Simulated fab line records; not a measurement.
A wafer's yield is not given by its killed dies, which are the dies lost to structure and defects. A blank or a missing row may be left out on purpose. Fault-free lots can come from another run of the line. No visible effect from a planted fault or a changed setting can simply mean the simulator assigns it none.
The tool behind it: which one?    flow n5_finfet    23 lots, 69 wafers sampled, at 6 steps of a route of 1938

## WHAT THE GAUGES READ, wafer by wafer
The record holds no reading of a measuring or inspecting step that can be judged against a usual standard deviation.

## EACH LOT AND THE TOOL THAT RAN IT (in order: tool; ch and the chambers of the sampled wafers; start)
lot   N5_BEOL_M15_STRIP_64                           N5_BEOL_M15_STRIP_62                           N5_BEOL_M15_SPUTTER_43        N5_BEOL_M15_CMP_49             N5_MIM_TOP_ALD_01                            N5_MIM_TOP_ETCH_STRIP_01
L074  rie_diel-01 ch 1,2,3, day 11 13:52 or earlier  rie_diel-03 ch 0,2,3, day 11 13:52 or earlier  pvd_sputter-03, day 11 13:52  cmp-04 ch 0,1,3, day 11 14:41  ald_hk-02 ch 0,1,2, day 11 22:19 or earlier  rie_diel-06 ch 1,2,3, day 11 22:19
L077  rie_diel-06 ch 0,1,3, day 12 02:43 or earlier  rie_diel-06 ch 2,3, day 12 02:43 or earlier    pvd_sputter-01, day 12 02:43  cmp-03 ch 0,2, day 12 03:59    ald_hk-02 ch 0,3, day 12 08:15 or earlier    rie_diel-03 ch 0,1,3, day 12 08:15
L076  rie_diel-06 ch 0,2,3, day 11 23:01 or earlier  rie_diel-01 ch 0,2, day 11 23:01 or earlier    pvd_sputter-02, day 11 23:01  cmp-04 ch 1,2,3, day 11 23:54  ald_hk-03 ch 0,1, day 12 06:46 or earlier    rie_diel-03 ch 0,2, day 12 06:46
L075  rie_diel-06 ch 0,1,3, day 12 10:34 or earlier  rie_diel-03 ch 0,1,3, day 12 10:34 or earlier  pvd_sputter-03, day 12 10:34  cmp-03 ch 1,2, day 12 11:23    ald_hk-03 ch 0,1, day 12 14:57 or earlier    rie_diel-06 ch 0,1, day 12 14:57
L078  rie_diel-03 ch 0,3, day 12 13:43 or earlier    rie_diel-06 ch 0,2,3, day 12 13:43 or earlier  pvd_sputter-01, day 12 13:43  cmp-04 ch 0,1,3, day 12 14:34  ald_hk-01 ch 0,1, day 12 19:18 or earlier    rie_diel-06 ch 0,1, day 12 19:18
L079  rie_diel-03 ch 0,2,3, day 12 14:20 or earlier  rie_diel-03 ch 0,1, day 12 14:20 or earlier    pvd_sputter-01, day 12 14:20  cmp-03 ch 0,1,3, day 12 15:11  ald_hk-02 ch 1,2, day 12 19:38 or earlier    rie_diel-06 ch 1,2, day 12 19:38
L080  rie_diel-03 ch 1,2,3, day 13 00:18 or earlier  rie_diel-06 ch 1,3, day 13 00:18 or earlier    pvd_sputter-02, day 13 00:18  cmp-04 ch 1,2, day 13 01:09    ald_hk-01 ch 0,3, day 13 07:02 or earlier    rie_diel-01 ch 0,1,3, day 13 07:02
L081  rie_diel-03 ch 0,2,3, day 13 01:25 or earlier  rie_diel-06 ch 0,2,3, day 13 01:25 or earlier  pvd_sputter-03, day 13 01:25  cmp-03 ch 0,1, day 13 02:14    ald_hk-03 ch 1,2, day 13 08:19 or earlier    rie_diel-06 ch 0,1, day 13 08:19
L082  rie_diel-06 ch 0,1,2, day 13 06:59 or earlier  rie_diel-01 ch 0,3, day 13 06:59 or earlier    pvd_sputter-03, day 13 06:59  cmp-02 ch 1,3, day 13 07:52    ald_hk-02 ch 2,3, day 13 12:52 or earlier    rie_diel-03 ch 0,2, day 13 12:52
L083  rie_diel-03 ch 0,1,3, day 13 15:28 or earlier  rie_diel-06 ch 0,2, day 13 15:28 or earlier    pvd_sputter-03, day 13 15:28  cmp-02 ch 0,2,3, day 13 16:26  ald_hk-03 ch 0,1,2, day 13 21:11 or earlier  rie_diel-03 ch 1,3, day 13 21:11
L085  rie_diel-03 ch 0,2, day 14 01:02 or earlier    rie_diel-03 ch 1,2, day 14 01:02 or earlier    pvd_sputter-03, day 14 01:02  cmp-02 ch 1,2,3, day 14 02:42  ald_hk-01 ch 0,3, day 14 07:11 or earlier    rie_diel-03 ch 0,1,2, day 14 07:11
L088  rie_diel-06 ch 0,1,3, day 14 18:40 or earlier  rie_diel-06 ch 0,1,2, day 14 18:40 or earlier  pvd_sputter-01, day 14 18:40  cmp-02 ch 2,3, day 14 19:29    ald_hk-02 ch 1,2, day 15 00:31 or earlier    rie_diel-03 ch 1,2, day 15 00:31
L086  rie_diel-06 ch 1,2,3, day 15 01:52 or earlier  rie_diel-06 ch 0,1,3, day 15 01:52 or earlier  pvd_sputter-01, day 15 01:52  cmp-04 ch 0,2,3, day 15 02:43  ald_hk-02 ch 1,2,3, day 15 08:26 or earlier  rie_diel-01 ch 0,2,3, day 15 08:26
L084  rie_diel-03 ch 2,3, day 15 02:25 or earlier    rie_diel-01 ch 0,1,2, day 15 02:25 or earlier  pvd_sputter-03, day 15 02:25  cmp-02 ch 1,2, day 15 03:19    ald_hk-03 ch 0,1,2, day 15 10:12 or earlier  rie_diel-03 ch 0,3, day 15 10:12
L090  rie_diel-03 ch 0,2,3, day 15 02:30 or earlier  rie_diel-06 ch 0,2,3, day 15 02:30 or earlier  pvd_sputter-01, day 15 02:30  cmp-04 ch 0,2,3, day 15 03:23  ald_hk-01 ch 0,1,2, day 15 10:23 or earlier  rie_diel-01 ch 0,1,3, day 15 10:23
L089  rie_diel-01 ch 0,1, day 15 03:04 or earlier    rie_diel-03 ch 0,1,3, day 15 03:04 or earlier  pvd_sputter-02, day 15 03:04  cmp-03 ch 0,1,2, day 15 04:04  ald_hk-02 ch 1,2,3, day 15 13:49 or earlier  rie_diel-03 ch 0,1,2, day 15 13:49
L091  rie_diel-06 ch 0,1,2, day 15 22:43 or earlier  rie_diel-03 ch 0,1,2, day 15 22:43 or earlier  pvd_sputter-02, day 15 22:43  cmp-03 ch 0,1,3, day 15 23:34  ald_hk-03 ch 0,1,2, day 16 04:09 or earlier  rie_diel-01 ch 0,2,3, day 16 04:09
L092  rie_diel-06 ch 0,2,3, day 16 12:45 or earlier  rie_diel-06 ch 0,1, day 16 12:45 or earlier    pvd_sputter-03, day 16 12:45  cmp-04 ch 2,3, day 16 13:37    ald_hk-02 ch 1,2, day 16 17:17 or earlier    rie_diel-03 ch 0,1,3, day 16 17:17
L093  rie_diel-06 ch 0,1,2, day 16 14:24 or earlier  rie_diel-01 ch 0,2,3, day 16 14:24 or earlier  pvd_sputter-02, day 16 14:24  cmp-02 ch 0,1,3, day 16 15:15  ald_hk-03 ch 0,1,2, day 16 20:44 or earlier  rie_diel-01 ch 0,2,3, day 16 20:44
L094  rie_diel-06 ch 0,2,3, day 16 16:11 or earlier  rie_diel-01 ch 0,2,3, day 16 16:11 or earlier  pvd_sputter-01, day 16 16:11  cmp-02 ch 0,1,3, day 16 17:05  ald_hk-03 ch 1,2, day 16 22:06 or earlier    rie_diel-06 ch 0,3, day 16 22:06
L096  rie_diel-03 ch 0,2,3, day 16 20:13 or earlier  rie_diel-06 ch 0,1,2, day 16 20:13 or earlier  pvd_sputter-03, day 16 20:13  cmp-03 ch 0,1,3, day 16 21:04  ald_hk-03 ch 0,1,2, day 17 01:52 or earlier  rie_diel-06 ch 1,2,3, day 17 01:52
L095  rie_diel-06 ch 0,1,3, day 16 20:58 or earlier  rie_diel-06 ch 0,1,3, day 16 20:58 or earlier  pvd_sputter-03, day 16 20:58  cmp-02 ch 0,1, day 16 22:15    ald_hk-01 ch 2,3, day 17 02:45 or earlier    rie_diel-06 ch 0,2,3, day 17 02:45
L097  rie_diel-01 ch 1,2,3, day 17 22:28 or earlier  rie_diel-01 ch 1,2,3, day 17 22:28 or earlier  pvd_sputter-03, day 17 22:28  cmp-02 ch 0,1,2, day 17 23:34  ald_hk-02 ch 0,1,2, day 18 04:40 or earlier  rie_diel-06 ch 1,2, day 18 04:40
- N5_BEOL_M15_STRIP_64: strips in O2.
- N5_BEOL_M15_STRIP_62: strips in O2.
- N5_BEOL_M15_SPUTTER_43: material TaN, target thk 15 nm, time 24.19 s.
- N5_BEOL_M15_CMP_49: polishes, stops on SiO2, t overpolish 4.9 s, target thk 850 nm.
- N5_MIM_TOP_ALD_01: deposits HfO2, target thk 5.6 nm, pulse time 1 s, purge time 3 s.
- N5_MIM_TOP_ETCH_STRIP_01: strips in O2.

## AS READ BY THE TOOLS THEMSELVES (means over the sampled wafers that have a number; for cases with no such wafer, the mark the record gives instead)
N5_BEOL_M15_STRIP_64.
lot   tool         drypump_motor_current_A (A)  oes_product_au (a.u.)  rf_vpp_V (V)  showerhead_plenum_p_Torr (Torr)  temp_c (C)  throttle_valve_pct (%)
L074  rie_diel-01  6.1                          0.74                   4.3           2.03                             60.09       16.65
L077  rie_diel-06  5.7                          0.84                   3.7           2.12                             60.02       16.46
L076  rie_diel-06  5.4                          0.79                   3.8           2.10                             60.10       16.77
L075  rie_diel-06  5.7                          0.84                   3.8           2.12                             59.95       16.49
L078  rie_diel-03  5.4                          0.85                   3.6           2.19                             59.92       16.45
L079  rie_diel-03  5.4                          0.83                   3.7           2.11                             60.05       16.43
L080  rie_diel-03  5.7                          0.81                   3.6           2.10                             59.94       16.40
L081  rie_diel-03  5.4                          0.82                   3.8           2.11                             60.01       16.44
L082  rie_diel-06  5.6                          0.79                   4.1           2.06                             60.05       16.58
L083  rie_diel-03  5.7                          0.83                   4.0           2.18                             60.04       16.43
L085  rie_diel-03  5.2                          0.77                   3.3           2.14                             59.91       16.36
L088  rie_diel-06  5.7                          0.81                   3.7           2.11                             60.15       16.53
L086  rie_diel-06  5.5                          0.84                   3.9           2.12                             60.11       16.46
L084  rie_diel-03  5.7                          0.83                   3.9           2.08                             59.97       16.56
L090  rie_diel-03  5.4                          0.80                   3.3           2.11                             59.97       16.46
L089  rie_diel-01  5.4                          0.68                   4.1           2.12                             59.90       16.70
L091  rie_diel-06  5.6                          0.86                   3.6           2.05                             60.00       16.47
L092  rie_diel-06  5.4                          0.85                   4.0           2.08                             59.94       16.67
L093  rie_diel-06  5.6                          0.86                   3.9           2.05                             60.04       16.48
L094  rie_diel-06  5.4                          0.84                   3.5           2.08                             60.08       16.68
L096  rie_diel-03  5.5                          0.79                   3.7           2.10                             60.15       16.48
L095  rie_diel-06  5.7                          0.79                   3.6           2.10                             59.92       16.56
L097  rie_diel-01  6.1                          0.89                   4.4           2.11                             59.95       16.43

N5_BEOL_M15_STRIP_62.
lot   tool         drypump_motor_current_A (A)  oes_product_au (a.u.)  rf_vpp_V (V)  showerhead_plenum_p_Torr (Torr)  temp_c (C)  throttle_valve_pct (%)
L074  rie_diel-03  5.4                          0.85                   4.0           2.12                             60.00       16.42
L077  rie_diel-06  5.3                          0.77                   3.7           2.16                             60.13       16.77
L076  rie_diel-01  5.5                          0.70                   3.8           2.10                             59.98       16.80
L075  rie_diel-03  5.7                          0.84                   3.1           2.18                             60.01       16.41
L078  rie_diel-06  5.4                          0.78                   3.6           2.09                             60.01       16.78
L079  rie_diel-03  5.7                          0.78                   3.4           2.20                             59.96       16.29
L080  rie_diel-06  5.5                          0.81                   3.2           2.17                             60.01       16.49
L081  rie_diel-06  5.4                          0.78                   3.8           2.09                             60.02       16.78
L082  rie_diel-01  5.5                          0.73                   4.1           2.10                             59.95       16.62
L083  rie_diel-06  5.4                          0.74                   3.2           2.04                             60.01       16.88
L085  rie_diel-03  5.7                          0.75                   3.2           2.12                             60.09       16.28
L088  rie_diel-06  5.7                          0.87                   3.6           2.06                             59.98       16.45
L086  rie_diel-06  5.7                          0.81                   3.6           2.11                             59.98       16.53
L084  rie_diel-01  5.7                          0.77                   3.9           2.15                             59.88       16.63
L090  rie_diel-06  5.4                          0.86                   4.0           2.09                             60.05       16.66
L089  rie_diel-03  5.7                          0.81                   3.4           2.18                             60.01       16.45
L091  rie_diel-03  5.5                          0.75                   3.5           2.12                             60.04       16.34
L092  rie_diel-06  5.8                          0.81                   3.6           2.07                             60.02       16.35
L093  rie_diel-01  5.8                          0.81                   3.9           2.13                             60.01       16.59
L094  rie_diel-01  5.8                          0.80                   3.6           2.13                             60.09       16.60
L096  rie_diel-06  5.6                          0.84                   3.2           2.05                             59.83       16.47
L095  rie_diel-06  5.7                          0.79                   3.9           2.10                             59.96       16.56
L097  rie_diel-01  6.0                          0.90                   3.9           2.11                             60.02       16.42

N5_BEOL_M15_SPUTTER_43.
lot   tool            throttle_valve_pct (%)
L074  pvd_sputter-03  30.2
L077  pvd_sputter-01  29.1
L076  pvd_sputter-02  29.0
L075  pvd_sputter-03  29.0
L078  pvd_sputter-01  29.3
L079  pvd_sputter-01  30.0
L080  pvd_sputter-02  29.2
L081  pvd_sputter-03  30.2
L082  pvd_sputter-03  30.1
L083  pvd_sputter-03  29.5
L085  pvd_sputter-03  30.7
L088  pvd_sputter-01  30.2
L086  pvd_sputter-01  29.9
L084  pvd_sputter-03  29.0
L090  pvd_sputter-01  30.2
L089  pvd_sputter-02  30.2
L091  pvd_sputter-02  29.7
L092  pvd_sputter-03  28.7
L093  pvd_sputter-02  29.7
L094  pvd_sputter-01  30.2
L096  pvd_sputter-03  29.5
L095  pvd_sputter-03  30.1
L097  pvd_sputter-03  29.6

N5_BEOL_M15_CMP_49.
lot   tool    barrier_field_endpoint_s (s)  motor_current_A (A)  overpolish_run_s (s)  slurry_flow_ml_min
L074  cmp-04  11.66                         7.7                  4.892                 150.0
L077  cmp-03  11.98                         8.4                  4.904                 149.8
L076  cmp-04  11.71                         7.6                  4.902                 150.0
L075  cmp-03  11.55                         9.1                  4.898                 150.3
L078  cmp-04  11.52                         7.5                  4.898                 150.0
L079  cmp-03  11.42                         8.3                  4.904                 150.2
L080  cmp-04  11.88                         8.1                  4.896                 149.6
L081  cmp-03  11.28                         7.8                  4.911                 150.0
L082  cmp-02  10.91                         8.9                  4.904                 149.9
L083  cmp-02  11.59                         8.4                  4.906                 149.7
L085  cmp-02  11.16                         8.3                  4.894                 149.9
L088  cmp-02  11.67                         9.1                  4.902                 149.4
L086  cmp-04  11.53                         7.1                  4.897                 149.9
L084  cmp-02  11.15                         8.0                  4.898                 150.3
L090  cmp-04  11.44                         7.2                  4.900                 150.0
L089  cmp-03  11.39                         8.6                  4.904                 149.8
L091  cmp-03  11.30                         8.4                  4.894                 150.1
L092  cmp-04  11.26                         7.1                  4.899                 150.0
L093  cmp-02  10.94                         8.4                  4.900                 150.0
L094  cmp-02  11.32                         8.2                  4.896                 150.5
L096  cmp-03  11.17                         8.8                  4.901                 149.9
L095  cmp-02  11.42                         7.7                  4.899                 150.0
L097  cmp-02  11.13                         8.3                  4.902                 149.6

N5_MIM_TOP_ALD_01.
lot   tool       precursor_pulse_height_rel
L074  ald_hk-02  1.003
L077  ald_hk-02  0.998
L076  ald_hk-03  1.008
L075  ald_hk-03  1.004
L078  ald_hk-01  0.984
L079  ald_hk-02  0.993
L080  ald_hk-01  1.007
L081  ald_hk-03  1.010
L082  ald_hk-02  0.986
L083  ald_hk-03  0.995
L085  ald_hk-01  0.993
L088  ald_hk-02  1.011
L086  ald_hk-02  0.975
L084  ald_hk-03  1.017
L090  ald_hk-01  1.017
L089  ald_hk-02  1.001
L091  ald_hk-03  0.991
L092  ald_hk-02  1.018
L093  ald_hk-03  0.996
L094  ald_hk-03  1.017
L096  ald_hk-03  1.003
L095  ald_hk-01  0.995
L097  ald_hk-02  0.994

N5_MIM_TOP_ETCH_STRIP_01.
lot   tool         drypump_motor_current_A (A)  oes_product_au (a.u.)  rf_vpp_V (V)  showerhead_plenum_p_Torr (Torr)  temp_c (C)  throttle_valve_pct (%)
L074  rie_diel-06  5.5                          0.79                   3.8           2.12                             59.93       16.57
L077  rie_diel-03  5.7                          0.84                   2.9           2.18                             60.03       16.39
L076  rie_diel-03  5.2                          0.76                   3.0           2.06                             59.89       16.30
L075  rie_diel-06  5.8                          0.85                   5.1           2.06                             60.01       16.49
L078  rie_diel-06  5.8                          0.86                   3.1           2.05                             59.87       16.48
L079  rie_diel-06  5.4                          0.74                   3.8           2.07                             60.00       16.68
L080  rie_diel-01  5.8                          0.73                   2.4           2.08                             59.94       16.57
L081  rie_diel-06  5.8                          0.84                   2.7           2.05                             59.94       16.51
L082  rie_diel-03  5.3                          0.79                   4.3           2.14                             60.00       16.34
L083  rie_diel-03  5.9                          0.87                   2.2           2.16                             60.09       16.51
L085  rie_diel-03  5.5                          0.76                   3.8           2.13                             60.00       16.33
L088  rie_diel-03  5.5                          0.73                   3.2           2.04                             59.98       16.30
L086  rie_diel-01  5.8                          0.82                   4.0           2.14                             59.88       16.58
L084  rie_diel-03  5.7                          0.85                   3.8           2.16                             60.02       16.55
L090  rie_diel-01  5.8                          0.72                   4.0           2.07                             60.03       16.60
L089  rie_diel-03  5.5                          0.76                   4.1           2.12                             60.06       16.33
L091  rie_diel-01  5.8                          0.80                   2.4           2.14                             60.00       16.61
L092  rie_diel-03  5.7                          0.80                   3.8           2.17                             59.95       16.44
L093  rie_diel-01  5.8                          0.79                   3.1           2.13                             60.04       16.60
L094  rie_diel-06  5.4                          0.78                   3.4           2.13                             60.13       16.73
L096  rie_diel-06  5.5                          0.81                   3.3           2.11                             59.97       16.51
L095  rie_diel-06  5.4                          0.83                   5.2           2.08                             60.03       16.68
L097  rie_diel-06  5.7                          0.84                   2.7           2.07                             59.99       16.32

## THE ANSWER, worked out from the rows above alone
Rule: usual is defined by the lots themselves. Put in order of their means at a reading, lots are off if they are a third of the lots or fewer, leave a main group of 4 or more, and stand apart from it by a gap of 3 or more times the standard deviation of the main group's means; of several such gaps the widest counts. Not used: any main group whose means are identical at the precision the tables above print for the reading. A lot without any number at a reading at which 4 lots or more have one is off too. Where the step has rows for the other lots, those lots are counted as sound. First the gauges in route order, then the tools' own readings, where a lot's mean is used as printed above. The first step at which some lot is off is used, and at that step the reading that is off furthest; a lot without a number counts as furthest.
None of the lots is off at any reading shown; this tells nothing.

## WHAT WAS PUT IN BY THE SIMULATOR
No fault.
